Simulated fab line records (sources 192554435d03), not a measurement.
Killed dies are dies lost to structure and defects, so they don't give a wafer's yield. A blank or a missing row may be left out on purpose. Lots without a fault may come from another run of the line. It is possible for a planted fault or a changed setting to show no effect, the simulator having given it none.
Code-filled problem report in 8D (eight disciplines) form :: flow n5_finfet :: the parts of the form that need people (team, actions taken, sign-off) are left out

== 1. THE ISSUE ==
N5_BEOL_M3_ETCHBACK_99, oes_product_au: mean 0.27 a.u. over 1 wafer from 1 lot; wafers with no fault: 0.79 a.u., standard deviation 0.095. Measured from the usual mean, that is -5.5 standard deviations.
The step: etches SiO2 in CHF3, target depth 5 nm, time 10.4 s.
First observed at day 12 10:17: wafer L763.2, on rie_diel-04. The record has a number at this step for 19 wafers belonging to 7 lots. The rule behind "out" and "out of limits": a value lying over 4 standard deviations away from the usual mean. The rest of the wafers with a number are treated as sound.

== 2. WHAT IT IS; WHAT IT IS NOT ==
question: which readings at this step
is: oes_product_au
is not: CHF3_flow_sccm, drypump_motor_current_A, oes_f_703_au, rf_vpp_V, showerhead_plenum_p_Torr, throttle_valve_pct

question: which lots
is: L763
is not: L759, L762, L776, L777, L780, L781

question: which wafers of those lots
is: L763.2
is not: L763.1, L763.3

question: read on which tools
is: rie_diel-04
is not: rie_diel-01, rie_diel-05

question: when
is: from day 12 10:17
is not: up to then (8 sound wafers); but 10 sound wafers of L776, L777, L780, L781 came after

== 3. WHAT RULES OUT EACH SUSPECT ==
Counting: if a tool at a process step up to the reading ran every lot that is out, it stays a suspect. Sound lots after the first of them don't rule it out here, since some wafers of a struck lot are sound.
- pvd_sputter-01 at N5_BEOL_M3_HM_DEP_02 (deposits TiN, target thk 20 nm): kept. The lot that is out, L763, ran on it at day 11 23:05; the last sound lot it ran before that was L762, at day 9 19:21.
- rie_diel-04 at N5_BEOL_M3_DESCUM_16 (chemistry O2, time 7 s): kept. The lot that is out, L763, ran on it at day 11 23:36; the last sound lot it ran before that was L759, at day 9 19:53.
- rie_diel-01 at N5_BEOL_M3_DESCUM_33 (chemistry O2, time 7 s): kept. The lot that is out, L763, ran on it at day 12 00:37; the last sound lot it ran before that was L762, at day 9 21:12.
- rie_diel-04 at N5_BEOL_M3_ETCHBACK_99 (etches SiO2 in CHF3, target depth 5 nm, time 10.4 s): kept. It ran the lot that is out, L763 (day 12 10:17). On those wafers its own readings are out: oes_product_au.
- At N5_BEOL_M3_DESCUM_16, inside rie_diel-04: chamber 0 took the wafers that are out, while their sound lot-mates went through chambers 1, 3.
- At N5_BEOL_M3_DESCUM_33, inside rie_diel-01: chamber 0 took the wafers that are out, while their sound lot-mates went through chambers 2, 3.
- At N5_BEOL_M3_ETCHBACK_99, inside rie_diel-04: chamber 3 took the wafers that are out, while their sound lot-mates went through chambers 1, 2.
Left after counting: pvd_sputter-01 at N5_BEOL_M3_HM_DEP_02, rie_diel-04 at N5_BEOL_M3_DESCUM_16, rie_diel-01 at N5_BEOL_M3_DESCUM_33, rie_diel-04 at N5_BEOL_M3_ETCHBACK_99.

== 4. THE CAUSE (what the simulator had put in) ==
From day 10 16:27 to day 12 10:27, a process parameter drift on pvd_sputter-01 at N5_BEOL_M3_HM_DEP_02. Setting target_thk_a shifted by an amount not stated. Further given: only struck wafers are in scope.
Counting left 4 suspects, and this tool is among them.

== 5. THE EFFECT CHAIN, in route order ==
Each row: a reading where the mean over the struck wafers with a number is more than 3 standard deviations away from the usual. Only readings whose record carries a usual standard deviation are examined. hours: median over the lots of the time between each lot's start at the first step of this table that gives one and its start at this step. sigmas: the change, counted in usual standard deviations.
hours: 0
step: N5_BEOL_M3_ETCHBACK_99
reading: oes_product_au
usual: 0.79 a.u.
on struck wafers: 0.27
change: -0.52
sigmas: -5.5

hours: -
step: N5_BEOL_M3_ETCH_41
reading: oes_product_au
usual: 0.79 a.u.
on struck wafers: 0.28
change: -0.51
sigmas: -5.4

hours: 189
step: N5_PASSIVATION_PROBE_49
reading: defect_limited_yield
usual: 90.7 %
on struck wafers: 0.0
change: -90.7
sigmas: -60

hours: 189
step: N5_PASSIVATION_PROBE_49
reading: killed_at_M0_to_M3
usual: 38
on struck wafers: 1106
change: +1068
sigmas: +97

hours: 189
step: N5_PASSIVATION_PROBE_49
reading: killed_dies
usual: 110
on struck wafers: 1180
change: +1070
sigmas: +59

hours: 189
step: N5_PASSIVATION_PROBE_49
reading: killed_on_rim
usual: 15
on struck wafers: 152
change: +137
sigmas: +38

hours: 189
step: N5_PASSIVATION_PROBE_49
reading: sort_bin_5_function
usual: 5.5 %
on struck wafers: 96.6
change: +91.1
sigmas: +83

hours: 189
step: N5_PASSIVATION_PROBE_49
reading: sort_n_pass
usual: 1070
on struck wafers: 0
change: -1070
sigmas: -59

hours: 189
step: N5_PASSIVATION_PROBE_49
reading: sort_yield_pct
usual: 90.7 %
on struck wafers: 0.0
change: -90.7
sigmas: -60
Its process steps:
- N5_BEOL_M3_ETCHBACK_99: etches SiO2 in CHF3, target depth 5 nm, time 10.4 s.
- N5_BEOL_M3_ETCH_41: etches SiCN in CH3F/O2, target depth 29.9 nm, time 52.5 s.
- N5_PASSIVATION_PROBE_49
Readings that are blank on the struck wafers while sound wafers have them: trench_depth_nm at N5_BEOL_M3_OCD_MEAS_38; cd_nm at N5_BEOL_M3_CD_MEAS_35.

== 6. WHAT WOULD HAVE CAUGHT IT SOONER ==
In this record the first reading out of limits was taken at day 12 10:17, 42 hours after the fault began at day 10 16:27.
Tool readings at N5_BEOL_M3_HM_DEP_02 with a usual standard deviation given in the record: none out on any struck wafer, hence no alarm at a limit of 4 standard deviations on them.
Each of the lots that are out, 1 in all, had begun N5_BEOL_M3_HM_DEP_02 on pvd_sputter-01 no later than day 12 10:17. None of them would have been spared by holding the tool at that moment.
